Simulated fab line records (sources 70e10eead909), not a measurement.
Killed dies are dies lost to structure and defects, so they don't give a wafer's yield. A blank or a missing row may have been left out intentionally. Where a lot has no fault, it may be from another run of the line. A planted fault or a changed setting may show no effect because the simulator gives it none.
fab line records	flow nandHarc	part 1 of 2: steps 1 to 26 of 35
record: lots: 5	wafers: 15	lastDay: 24
route steps=1159 shown A_STAIRCASE@659
lots that met no fault: taken from a fault-free run of the same line
startH: start of the lot's first displayed wafer, in hours after the record's first day	waitH: hours elapsed since this lot's preceding step	" as in the row above	L1.1+2: a single row standing in for several wafers	- value missing, or start not given	* or withheld: withheld	< > ~ a bound
route shown NAME@n: NAME is a module with steps in the file, n the number in the route of the first one	usual: mean/standard deviation taken from wafers without a fault	same: alike in all rows	chamber/n: place in a boat	sites: each site's reading	_std_site: their standard deviation	_edge_site: the outer-site mean with the inner-site mean subtracted	radiusMm: how far each site lies from the wafer's centre	mask NAME#n: copy n	behind: the tool/chamber that last shaped the wafer	hold: why the lot went on hold/how many hours it stayed there/how the hold came to an end	device: the transistor (n, p or np) that didn't switch	end of line: tests of these same wafers at the route's end	for a step that has no rows: nothing shown but its recipe	killed: count of dies lost to structure and defects at first sort (not the wafer's yield)	map: a wafer's dies, marking killed ones x, the rest . and places with no die _
set.NAME: the run value of the setting; set.NAME@STEP: its run value at that earlier step	model.NAME: the simulator's own value behind a step, which no gauge read
lots at selected steps of the route; one table per step, one row per wafer
services: when a tool's chamber went out of use (startH, in hours from the record's first day, below 0 if earlier), for how many hours, and the reason
== steps ==
step: NHARC_A_STAIRCASE_EXPOSE_286
recipe: na: 0.5	doseMj: 25.01	maskId: CHOP_100
lot.wafer	tool	chamber	startH	waitH	mask
L080.3+4+5	krfScanner-02	0	289.47	-	CHOP_100#0
L084.3+5+6	krfScanner-04	0	323.24	-	CHOP_100#0
L085.2+4+6	krfScanner-02	0	337.27	-	CHOP_100#0
L089.2+3+4	krfScanner-04	0	339.02	-	CHOP_100#0
L096.2+4+6	krfScanner-02	0	376.29	-	CHOP_100#0
step: NHARC_A_STAIRCASE_PEB_287
recipe: pebTempC: 115	pebTimeS: 130
same: pebTimeS: 130
lot.wafer	tool	chamber	startH	waitH
L080.3+4+5	lithoTrack-02	0	289.53	0.1
L084.3+5+6	lithoTrack-02	0	323.29	0.1
L085.2+4+6	lithoTrack-02	0	337.33	0.1
L089.2+3+4	lithoTrack-03	0	339.08	0.1
L096.2+4+6	lithoTrack-05	0	376.35	0.1
step: NHARC_A_STAIRCASE_DEVELOP_288
recipe: timeS: 140
lot.wafer	tool	chamber	startH	waitH
L080.3+4+5	lithoTrack-02	0	-	-
L084.3+5+6	lithoTrack-02	0	-	-
L085.2+4+6	lithoTrack-02	0	-	-
L089.2+3+4	lithoTrack-03	0	-	-
L096.2+4+6	lithoTrack-05	0	-	-
step: NHARC_A_STAIRCASE_HARDBAKE_290
recipe: tempC: 120	timeS: 140
lot.wafer	tool	chamber	startH	waitH
L080.3+4+5	lithoTrack-03	0	289.77	-
L084.3+5+6	lithoTrack-05	0	323.52	-
L085.2+4+6	lithoTrack-05	0	337.56	-
L089.2+3+4	lithoTrack-03	0	339.31	-
L096.2+4+6	lithoTrack-02	0	376.58	-
step: NHARC_A_STAIRCASE_DESCUM_291
recipe: timeS: 3	o2FlowSccm: 200	arFlowSccm: 0	biasPowerW: 0	chemistry: O2
usual: drypumpMotorCurrentA: 6.0/0.51	oesProductAu: 0.995/0.011	rfVppV: 57.7/0.88	showerheadPlenumPTorr: 1.89/0.066	throttleValvePct: 11.311/0.0084
lot.wafer	tool	chamber	startH	waitH	drypumpMotorCurrentA	oesProductAu	rfHoursCounterH	rfVppV	showerheadPlenumPTorr	throttleValvePct
L080.3	rieDiel-08	1	289.86	-	6.5	1.009	62	57.9	1.81	11.317
L080.4	"	3	"	"	6.3	1.002	64	57.4	1.87	11.326
L080.5	"	0	"	"	5.7	0.995	-	57.3	1.89	11.330
L084.3	rieDiel-09	1	323.65	-	6.8	0.996	25	58.2	1.90	11.311
L084.5	"	0	"	"	5.8	0.984	-	58.5	1.79	11.312
L084.6	"	1	"	"	6.8	0.994	-	58.0	1.90	11.309
L085.4	rieDiel-13	2	337.64	-	6.3	1.000	18	56.9	1.82	11.312
L085.2	"	0	"	"	5.9	0.986	21	59.0	1.95	11.320
L085.6	"	2	"	"	6.3	1.000	-	56.8	1.82	11.325
L089.3	rieDiel-09	2	339.40	-	5.4	1.017	34	57.5	1.98	11.320
L089.4	"	3	"	"	5.3	1.003	31	58.6	1.96	11.299
L089.2	"	0	"	"	5.7	0.977	32	57.0	1.78	11.315
L096.4	rieDiel-08	1	376.67	-	6.5	1.011	23	57.5	1.81	11.298
L096.2	"	3	"	"	6.4	0.997	24	57.0	1.86	11.309
L096.6	"	0	"	"	5.7	0.987	-	57.1	1.88	11.307
step: NHARC_A_STAIRCASE_ETCH_292
recipe: cf4FlowSccm: 100	chf3FlowSccm: 30	arFlowSccm: 0	rfW: 500	biasW: 200	chemistry: CF4/CHF3
usual: drypumpMotorCurrentA: 6.0/0.49	oesProductAu: 0.946/0.02	rfVppV: 369.8/1.9	showerheadPlenumPTorr: 1.55/0.052	throttleValvePct: 16.804/0.0093
lot.wafer	tool	chamber	startH	waitH	drypumpMotorCurrentA	oesProductAu	rfHoursCounterH	rfVppV	showerheadPlenumPTorr	throttleValvePct
L080.4	rieDiel-08	0	289.94	0.1	5.7	0.961	64	370.3	1.56	16.809
L080.3	"	2	"	"	6.3	0.955	62	371.1	1.55	16.808
L080.5	"	1	"	"	6.5	0.963	-	368.3	1.50	16.827
L084.3	rieDiel-09	3	323.75	0.1	5.2	0.960	22	371.8	1.61	16.805
L084.6	"	0	"	"	5.7	0.935	-	366.7	1.48	16.806
L084.5	"	1	"	"	6.8	0.934	-	369.4	1.56	16.806
L085.2	rieDiel-13	2	337.74	0.1	6.3	0.919	18	367.1	1.50	16.805
L085.4	"	0	"	"	5.9	0.928	21	371.9	1.60	16.813
L085.6	"	1	"	"	5.7	0.932	-	374.3	1.68	16.816
L089.2	rieDiel-09	0	339.57	0.1	5.7	0.904	32	367.3	1.47	16.807
L089.3	"	1	"	"	6.8	0.920	33	370.0	1.56	16.801
L089.4	"	2	"	"	5.3	0.928	34	371.8	1.63	16.796
L096.2	rieDiel-08	0	376.76	0.1	5.7	0.947	23	370.1	1.55	16.791
L096.4	"	1	"	"	6.4	0.956	23	369.5	1.49	16.798
L096.6	"	3	"	"	6.3	0.980	-	369.0	1.54	16.817
step: NHARC_A_STAIRCASE_HM_OPEN_460
recipe: o2FlowSccm: 400	cosFlowSccm: 20	arFlowSccm: 0	rfW: 500	biasW: 300	chemistry: O2/COS
usual: drypumpMotorCurrentA: 6.0/0.5	oesProductAu: 0.995/0.011	rfVppV: 466.4/2.3	showerheadPlenumPTorr: 3.09/0.11	throttleValvePct: 28.330/0.0093
lot.wafer	tool	chamber	startH	waitH	drypumpMotorCurrentA	oesProductAu	rfHoursCounterH	rfVppV	showerheadPlenumPTorr	throttleValvePct
L080.4	rieDiel-08	0	-	-	5.7	1.000	64	467.0	3.09	28.344
L080.3	"	1	"	"	6.5	1.000	62	464.8	2.97	28.325
L080.5	"	3	"	"	6.3	0.997	-	467.5	3.06	28.338
L084.3	rieDiel-09	1	-	-	6.8	0.991	25	467.5	3.10	28.341
L084.5	"	2	"	"	5.3	1.003	-	469.0	3.23	28.333
L084.6	"	3	"	"	5.3	0.996	-	469.5	3.19	28.340
L085.2	rieDiel-13	2	-	-	6.3	0.999	19	463.0	2.98	28.329
L085.4	"	3	"	"	5.4	1.005	20	466.5	3.09	28.333
L085.6	"	2	"	"	6.3	1.004	-	464.6	2.98	28.331
L089.3	rieDiel-09	2	-	-	5.4	1.011	34	467.9	3.22	28.329
L089.2	"	3	"	"	5.3	0.999	31	468.6	3.19	28.313
L089.4	"	0	"	"	5.8	0.978	32	463.1	2.92	28.314
L096.4	rieDiel-08	2	-	-	6.3	0.999	25	466.9	3.07	28.336
L096.2	"	3	"	"	6.4	1.011	24	466.0	3.05	28.354
L096.6	"	2	"	"	6.2	1.013	-	465.9	3.07	28.340
step: NHARC_A_STAIRCASE_STRIP_461
recipe: o2FlowSccm: 400	cosFlowSccm: 20	arFlowSccm: 0	biasW: 0	chemistry: O2/COS
lot.wafer	tool	chamber	startH	waitH
L080.3+4+5	rieDiel-08	0,3,1	-	-
L084.3+5+6	rieDiel-09	0,3,0	-	-
L085.2+4+6	rieDiel-13	1,2,1	-	-
L089.4+2+3	rieDiel-09	2,0,1	-	-
L096.2+4+6	rieDiel-08	0,3,1	-	-
step: NHARC_A_STAIRCASE_ETCH_452
recipe: targetDepthA: 300	overetchA: 30	timeS: 16.5	ionEnergyEv: 100	cf4FlowSccm: 80	o2FlowSccm: 20	arFlowSccm: 0	rfW: 300	biasW: 100	chemistry: CF4/O2
usual: drypumpMotorCurrentA: 5.9/0.49	oesProductAu: 0.996/0.011	rfVppV: 197.5/1.3	showerheadPlenumPTorr: 1.32/0.047	throttleValvePct: 13.397/0.0096
lot.wafer	tool	chamber	startH	waitH	drypumpMotorCurrentA	oesProductAu	rfHoursCounterH	rfVppV	showerheadPlenumPTorr	throttleValvePct
L080.3	rieDiel-08	3	-	-	6.3	0.988	64	198.3	1.31	13.400
L080.4	"	2	"	"	6.3	0.986	62	197.5	1.32	13.379
L080.5	"	3	"	"	6.3	0.987	-	196.9	1.31	13.394
L084.3	rieDiel-09	0	-	-	5.7	0.978	24	196.1	1.25	13.403
L084.5	"	1	"	"	6.8	0.982	-	197.9	1.32	13.390
L084.6	"	2	"	"	5.3	1.013	-	199.3	1.38	13.408
L085.2	rieDiel-13	1	-	-	5.7	1.008	20	200.9	1.43	13.391
L085.4	"	3	"	"	5.4	0.999	20	197.5	1.32	13.392
L085.6	"	0	"	"	5.9	1.014	-	199.0	1.36	13.395
L089.2	rieDiel-09	3	-	-	5.3	1.002	31	199.2	1.36	13.426
L089.3	"	0	"	"	5.7	0.984	32	195.6	1.25	13.393
L089.4	"	1	"	"	6.7	0.991	34	195.7	1.32	13.407
L096.4	rieDiel-08	3	-	-	6.4	0.991	24	198.0	1.30	13.392
L096.2	"	0	"	"	5.6	0.984	23	194.7	1.31	13.401
L096.6	"	3	"	"	6.4	1.000	-	197.5	1.30	13.404
step: NHARC_A_STAIRCASE_ETCH_294
recipe: targetDepthA: 49920	timeS: 1212.4	ionEnergyEv: 800	c4f8FlowSccm: 80	o2FlowSccm: 60	arFlowSccm: withheld	rfW: 600	biasW: 3000	chemistry: C4F8/O2/Ar
usual: oesProductAu: 0.930/0.012	rfVppV: 1824/8.9
lot.wafer	tool	chamber	startH	waitH	oesProductAu	rfHoursCounterH	rfVppV
L080.3	rieDiel-08	1	-	-	0.935	62	1815
L080.4	"	2	"	"	0.938	62	1824
L080.5	"	0	"	"	0.943	-	1824
L084.3	rieDiel-09	3	-	-	0.935	22	1833
L084.5	"	3	"	"	0.933	-	1834
L084.6	"	0	"	"	0.913	-	1809
L085.2	rieDiel-13	0	-	-	0.925	22	1831
L085.4	"	1	"	"	0.921	20	1845
L085.6	"	3	"	"	0.935	-	1824
L089.2	rieDiel-09	3	-	-	0.933	32	1833
L089.4	"	0	"	"	0.902	33	1809
L089.3	"	1	"	"	0.929	34	1825
L096.4	rieDiel-08	3	-	-	0.944	24	1821
L096.2	"	0	"	"	0.936	23	1822
L096.6	"	3	"	"	0.950	-	1821
step: NHARC_A_STAIRCASE_STRIP_295
recipe: o2FlowSccm: 500	arFlowSccm: 0	biasW: 0	chemistry: O2
usual: drypumpMotorCurrentA: 5.9/0.51	oesProductAu: 0.996/0.011	rfVppV: 57.5/0.95	showerheadPlenumPTorr: 3.49/0.12	throttleValvePct: 17.037/0.009
lot.wafer	tool	chamber	startH	waitH	drypumpMotorCurrentA	oesProductAu	rfHoursCounterH	rfVppV	showerheadPlenumPTorr	throttleValvePct
L080.3	rieDiel-08	3	-	-	6.3	0.992	64	57.2	3.46	17.027
L080.4	"	2	"	"	6.3	0.995	62	58.5	3.48	17.036
L080.5	"	3	"	"	6.3	0.989	-	58.0	3.46	17.053
L084.3	rieDiel-09	2	-	-	5.4	1.006	25	58.1	3.65	17.047
L084.6	"	3	"	"	5.3	1.001	-	59.1	3.61	17.027
L084.5	"	0	"	"	5.8	0.976	-	58.0	3.31	17.032
L085.2	rieDiel-13	2	-	-	6.4	0.996	19	56.7	3.37	17.037
L085.4	"	0	"	"	5.9	1.003	22	58.4	3.60	17.024
L085.6	"	1	"	"	5.7	0.991	-	57.5	3.76	17.036
L089.3	rieDiel-09	1	-	-	6.8	0.985	34	56.8	3.50	17.037
L089.2	"	2	"	"	5.3	1.009	35	56.6	3.64	17.029
L089.4	"	3	"	"	5.3	0.998	32	58.2	3.60	17.045
L096.2	rieDiel-08	1	-	-	6.5	0.999	24	56.8	3.34	17.044
L096.4	"	0	"	"	5.7	0.986	24	58.9	3.47	17.041
L096.6	"	1	"	"	6.4	1.008	-	57.6	3.34	17.028
step: NHARC_A_STAIRCASE_STRIP_296
recipe: timeS: 900	tempC: 130	chemistry: SPM
lot.wafer	tool	chamber	startH	waitH
L080.3+5+4	wetBench-03	0,1,2	291.56	-
L084.3+5+6	wetBench-09	3,4,5	325.49	-
L085.6+4+2	wetBench-09	1,3,4	339.52	-
L089.3+2+4	wetBench-03	3,5,6	341.31	-
L096.6+4+2	wetBench-01	3,5,7	378.38	-
step: NHARC_A_STAIRCASE_PRECLEAN_297
recipe: timeS: *	tempC: 50	bathAgeMin: 0	chemistry: SC1
usual: diwFlowMLMin: 1415/4.2
lot.wafer	tool	chamber	startH	waitH	diwFlowMLMin
L080.3	wetBench-03	0	-	-	1411
L080.5	"	1	"	"	1412
L080.4	"	2	"	"	1419
L084.3	wetBench-09	3	-	-	1409
L084.5	"	4	"	"	1411
L084.6	"	5	"	"	1412
L085.6	wetBench-09	1	-	-	1419
L085.4	"	3	"	"	1402
L085.2	"	4	"	"	1416
L089.3	wetBench-03	3	-	-	1415
L089.2	"	5	"	"	1415
L089.4	"	6	"	"	1422
L096.6	wetBench-01	3	-	-	1418
L096.4	"	5	"	"	1413
L096.2	"	7	"	"	1409
step: NHARC_A_STAIRCASE_SRD_298
lot.wafer	tool	chamber	startH	waitH
L080.3+5+4	wetBench-03	0,1,2	-	-
L084.3+5+6	wetBench-09	3,4,5	-	-
L085.6+4+2	wetBench-09	1,3,4	-	-
L089.3+2+4	wetBench-03	3,5,6	-	-
L096.6+4+2	wetBench-01	3,5,7	-	-
step: NHARC_A_STAIRCASE_HM_DEP_462
recipe: targetThkA: 8000	tempC: 400	material: aC
usual: throttleValvePct: 35.001/0.0097
lot.wafer	tool	chamber	startH	waitH	throttleValvePct
L080.3	aclDep-02	0	295.66	3.6	35.004
L080.4	"	0	"	"	34.999
L080.5	"	0	"	"	34.990
L084.3	aclDep-03	0	326.63	0.7	34.988
L084.5	"	0	"	"	35.023
L084.6	"	0	"	"	35.003
L085.2	aclDep-03	0	340.35	0.4	35.006
L085.4	"	0	"	"	35.003
L085.6	"	0	"	"	34.982
L089.2	aclDep-02	0	345.06	3.3	35.001
L089.3	"	0	"	"	34.999
L089.4	"	0	"	"	35.010
L096.2	aclDep-02	0	379.21	0.4	35.003
L096.4	"	0	"	"	34.998
L096.6	"	0	"	"	34.986
step: NHARC_A_STAIRCASE_DEP_301
recipe: targetThkA: 300	targetThkNm: 30	tempC: 400	pressureTorr: 3.5	flowSccm: 200	rfW: 350	material: SiON
usual: heaterPowerW: 707/77
lot.wafer	tool	chamber	startH	waitH	heaterPowerW
L080.3	pecvd-04	2	296.95	1.0	770
L080.5	"	2	"	"	737
L080.4	"	0	"	"	560
L084.3	pecvd-04	0	327.93	1.0	654
L084.5	"	1	"	"	762
L084.6	"	2	"	"	778
L085.2	pecvd-03	1	341.96	1.3	694
L085.6	"	0	"	"	677
L085.4	"	2	"	"	748
L089.2	pecvd-03	2	346.66	1.3	741
L089.3	"	0	"	"	561
L089.4	"	1	"	"	656
L096.2	pecvd-03	0	380.76	1.2	682
L096.6	"	0	"	"	697
L096.4	"	2	"	"	750
step: NHARC_A_STAIRCASE_DEHYDRATE_302
recipe: tempC: 150	timeS: 120
lot.wafer	tool	chamber	startH	waitH
L080.3+4+5	lithoTrack-05	0	297.19	0.2
L084.3+5+6	lithoTrack-02	0	328.18	0.2
L085.2+4+6	lithoTrack-05	0	342.20	0.2
L089.2+3+4	lithoTrack-03	0	346.90	0.2
L096.2+4+6	lithoTrack-03	0	381.06	0.3
step: NHARC_A_STAIRCASE_HMDS_303
recipe: timeS: 30
lot.wafer	tool	chamber	startH	waitH
L080.3+4+5	lithoTrack-05	0	-	-
L084.3+5+6	lithoTrack-02	0	-	-
L085.2+4+6	lithoTrack-05	0	-	-
L089.2+3+4	lithoTrack-03	0	-	-
L096.2+4+6	lithoTrack-03	0	-	-
step: NHARC_A_STAIRCASE_COAT_304
recipe: spinRpm: 1200
lot.wafer	tool	chamber	startH	waitH
L080.3+4+5	lithoTrack-05	0	-	-
L084.3+5+6	lithoTrack-02	0	-	-
L085.2+4+6	lithoTrack-05	0	-	-
L089.2+3+4	lithoTrack-03	0	-	-
L096.2+4+6	lithoTrack-03	0	-	-
step: NHARC_A_STAIRCASE_SOFTBAKE_305
recipe: tempC: 135	timeS: 170
lot.wafer	tool	chamber	startH	waitH
L080.3+4+5	lithoTrack-05	0	-	-
L084.3+5+6	lithoTrack-02	0	-	-
L085.2+4+6	lithoTrack-05	0	-	-
L089.2+3+4	lithoTrack-03	0	-	-
L096.2+4+6	lithoTrack-03	0	-	-
step: NHARC_A_STAIRCASE_EBR_306
lot.wafer	tool	chamber	startH	waitH
L080.3+4+5	lithoTrack-05	0	-	-
L084.3+5+6	lithoTrack-02	0	-	-
L085.2+4+6	lithoTrack-05	0	-	-
L089.2+3+4	lithoTrack-03	0	-	-
L096.2+4+6	lithoTrack-03	0	-	-
step: NHARC_A_STAIRCASE_EXPOSE_307
recipe: na: 0.5	doseMj: 45.72	maskId: CHOP_50
lot.wafer	tool	chamber	startH	waitH	mask
L080.3+4+5	krfScanner-02	0	297.54	-	CHOP_50#0
L084.3+5+6	krfScanner-01	0	328.52	-	CHOP_50#0
L085.2+4+6	krfScanner-01	0	342.53	-	CHOP_50#0
L089.2+3+4	krfScanner-02	0	347.24	-	CHOP_50#0
L096.2+4+6	krfScanner-01	0	381.40	-	CHOP_50#0
step: NHARC_A_STAIRCASE_PEB_308
recipe: pebTempC: 115	pebTimeS: 130
same: pebTimeS: 130
lot.wafer	tool	chamber	startH	waitH
L080.3+4+5	lithoTrack-02	0	297.60	0.1
L084.3+5+6	lithoTrack-02	0	328.58	0.1
L085.2+4+6	lithoTrack-03	0	342.59	0.1
L089.2+3+4	lithoTrack-05	0	347.30	0.1
L096.2+4+6	lithoTrack-02	0	381.46	0.1
step: NHARC_A_STAIRCASE_DEVELOP_309
recipe: timeS: 140
lot.wafer	tool	chamber	startH	waitH
L080.3+4+5	lithoTrack-02	0	-	-
L084.3+5+6	lithoTrack-02	0	-	-
L085.2+4+6	lithoTrack-03	0	-	-
L089.2+3+4	lithoTrack-05	0	-	-
L096.2+4+6	lithoTrack-02	0	-	-
step: NHARC_A_STAIRCASE_HARDBAKE_311
recipe: tempC: 120	timeS: 140
lot.wafer	tool	chamber	startH	waitH
L080.3+4+5	lithoTrack-02	0	297.83	-
L084.3+5+6	lithoTrack-03	0	328.81	-
L085.2+4+6	lithoTrack-05	0	342.82	-
L089.2+3+4	lithoTrack-03	0	347.53	-
L096.2+4+6	lithoTrack-03	0	381.68	-
step: NHARC_A_STAIRCASE_DESCUM_312
recipe: timeS: 3	o2FlowSccm: 200	arFlowSccm: 0	biasPowerW: 0	chemistry: O2
usual: drypumpMotorCurrentA: 6.0/0.44	oesProductAu: 0.996/0.0082	rfVppV: 57.8/0.84	showerheadPlenumPTorr: 1.89/0.068	throttleValvePct: 11.312/0.009
lot.wafer	tool	chamber	startH	waitH	drypumpMotorCurrentA	oesProductAu	rfHoursCounterH	rfVppV	showerheadPlenumPTorr	throttleValvePct
L080.3	rieDiel-13	2	297.93	-	6.3	0.996	3	57.7	1.83	11.318
L080.4	"	3	"	"	5.4	1.014	2	57.4	1.90	11.317
L080.5	"	1	"	"	5.7	0.998	-	59.1	2.06	11.328
L084.3	rieDiel-08	2	329.10	-	6.3	0.989	7	58.3	1.88	11.313
L084.6	"	1	"	"	6.4	1.003	-	56.3	1.81	11.306
L084.5	"	2	"	"	6.3	0.998	-	58.7	1.88	11.328
L085.2	rieDiel-08	2	342.90	-	6.3	0.997	14	57.0	1.88	11.313
L085.4	"	3	"	"	6.3	0.996	14	58.6	1.87	11.320
L085.6	"	3	"	"	6.4	0.998	-	56.1	1.87	11.324
L089.3	rieDiel-13	3	347.63	-	5.4	0.998	24	56.2	1.89	11.318
L089.2	"	0	"	"	5.9	0.995	25	56.3	1.95	11.306
L089.4	"	1	"	"	5.7	0.992	24	57.0	2.05	11.313
L096.4	rieDiel-08	0	381.77	-	5.7	0.997	24	58.1	1.88	11.317
L096.2	"	3	"	"	6.3	0.998	26	57.3	1.86	11.332
L096.6	"	0	"	"	5.7	0.997	-	58.5	1.88	11.316
